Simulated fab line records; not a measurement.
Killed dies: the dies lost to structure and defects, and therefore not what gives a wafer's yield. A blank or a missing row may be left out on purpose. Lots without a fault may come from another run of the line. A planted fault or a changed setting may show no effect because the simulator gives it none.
Which tool was responsible? :: flow n5-finfet :: 11 lots, 33 wafers sampled, at 4 steps of a route of 1938

## WHAT THE GAUGES SHOWED, per wafer
N5_BEOL_M5_INSPECT_58: inspects for defects (darkfield).
lot: L564
measured: day 9 23:06
on: defect-inspect-02
raw-defect-count: 47 60 61

lot: L566
measured: day 10 12:35
on: defect-inspect-01
raw-defect-count: 58 43 49

lot: L568
measured: day 11 06:02
on: defect-inspect-01
raw-defect-count: 873 112 73

lot: L569
measured: day 11 11:47
on: defect-inspect-02
raw-defect-count: 71 88 55

lot: L576
measured: day 12 02:19
on: defect-inspect-02
raw-defect-count: 126 119 152

lot: L577
measured: day 13 04:11
on: defect-inspect-02
raw-defect-count: 86 72 54

lot: L578
measured: day 13 09:09
on: defect-inspect-02
raw-defect-count: 56 91 86

lot: L580
measured: day 13 23:24
on: defect-inspect-01
raw-defect-count: 68 77 66

lot: L582
measured: day 14 04:59
on: defect-inspect-01
raw-defect-count: 48 32 36

lot: L583
measured: day 14 11:22
on: defect-inspect-01
raw-defect-count: 73 95 82

lot: L584
measured: day 14 14:44
on: defect-inspect-02
raw-defect-count: 85 82 102

## EACH LOT AND THE TOOL THAT RAN IT (in order: tool; ch and the chambers of the sampled wafers; start)
lot: L564
N5_BEOL_M5_SPUTTER_81: pvd-sputter-03, day 9 18:37
N5_BEOL_M5_ANNEAL_51: rtp-anneal-01 ch 0, day 9 22:18
N5_BEOL_M5_CMP_52: cmp-03 ch 0,3, day 9 22:31

lot: L566
N5_BEOL_M5_SPUTTER_81: pvd-sputter-01, day 10 08:13
N5_BEOL_M5_ANNEAL_51: rtp-anneal-01 ch 0, day 10 11:41
N5_BEOL_M5_CMP_52: cmp-01 ch 2,3, day 10 12:00

lot: L568
N5_BEOL_M5_SPUTTER_81: pvd-sputter-01, day 11 00:48
N5_BEOL_M5_ANNEAL_51: rtp-anneal-01 ch 0, day 11 04:20
N5_BEOL_M5_CMP_52: cmp-03 ch 0,2, day 11 05:13

lot: L569
N5_BEOL_M5_SPUTTER_81: pvd-sputter-01, day 11 07:22
N5_BEOL_M5_ANNEAL_51: rtp-anneal-02 ch 0, day 11 10:55
N5_BEOL_M5_CMP_52: cmp-02 ch 1,2,3, day 11 11:13

lot: L576
N5_BEOL_M5_SPUTTER_81: pvd-sputter-02, day 11 21:53
N5_BEOL_M5_ANNEAL_51: rtp-anneal-01 ch 0, day 12 01:26
N5_BEOL_M5_CMP_52: cmp-01 ch 2,3, day 12 01:41

lot: L577
N5_BEOL_M5_SPUTTER_81: pvd-sputter-01, day 12 23:03
N5_BEOL_M5_ANNEAL_51: rtp-anneal-01 ch 0, day 13 03:08
N5_BEOL_M5_CMP_52: cmp-02 ch 0,2,3, day 13 03:35

lot: L578
N5_BEOL_M5_SPUTTER_81: pvd-sputter-02, day 13 04:46
N5_BEOL_M5_ANNEAL_51: rtp-anneal-01 ch 0, day 13 08:17
N5_BEOL_M5_CMP_52: cmp-02 ch 1,2, day 13 08:37

lot: L580
N5_BEOL_M5_SPUTTER_81: pvd-sputter-01, day 13 19:03
N5_BEOL_M5_ANNEAL_51: rtp-anneal-01 ch 0, day 13 22:31
N5_BEOL_M5_CMP_52: cmp-02 ch 1,3, day 13 22:49

lot: L582
N5_BEOL_M5_SPUTTER_81: pvd-sputter-01, day 14 00:39
N5_BEOL_M5_ANNEAL_51: rtp-anneal-02 ch 0, day 14 04:07
N5_BEOL_M5_CMP_52: cmp-02 ch 1,3, day 14 04:27

lot: L583
N5_BEOL_M5_SPUTTER_81: pvd-sputter-01, day 14 06:13
N5_BEOL_M5_ANNEAL_51: rtp-anneal-02 ch 0, day 14 10:26
N5_BEOL_M5_CMP_52: cmp-01 ch 0,1, day 14 10:46

lot: L584
N5_BEOL_M5_SPUTTER_81: pvd-sputter-02, day 14 10:24
N5_BEOL_M5_ANNEAL_51: rtp-anneal-01 ch 0, day 14 13:57
N5_BEOL_M5_CMP_52: cmp-03 ch 0,1,2, day 14 14:16
- N5_BEOL_M5_SPUTTER_81: material Cu, target thk 15 nm, time 27.62 s.
- N5_BEOL_M5_ANNEAL_51: time 90 s.
- N5_BEOL_M5_CMP_52: polishes, stops on SiCOH lowk, t overpolish 6.9 s, target thk 62 nm.

## THE ANSWER, worked out from the rows above alone
Rule: what is usual is taken from the lots themselves. The widest of any qualifying gaps counts: lots, ordered by their means at a reading, are off when they make up no more than a third of the lots, leave a main group of 4 or more, and stand apart from it by 3 or more times the standard deviation of that group's means. Not used: any main group whose means are identical at the precision the tables above print for the reading. A lot without any number at a reading at which 4 lots or more have one is off too. All remaining lots with rows at the step are treated as sound.
Off, at N5_BEOL_M5_INSPECT_58 on raw-defect-count: L568. Main group: mean 74, sd 24.
A tool fits if, at a process step before that reading, it ran every lot that is off, and no sound lot after the first of them. Gauges at N5_BEOL_M5_INSPECT_58: tried the same way as those tools. None of those tried fits.

## WHAT THE SIMULATOR PUT IN
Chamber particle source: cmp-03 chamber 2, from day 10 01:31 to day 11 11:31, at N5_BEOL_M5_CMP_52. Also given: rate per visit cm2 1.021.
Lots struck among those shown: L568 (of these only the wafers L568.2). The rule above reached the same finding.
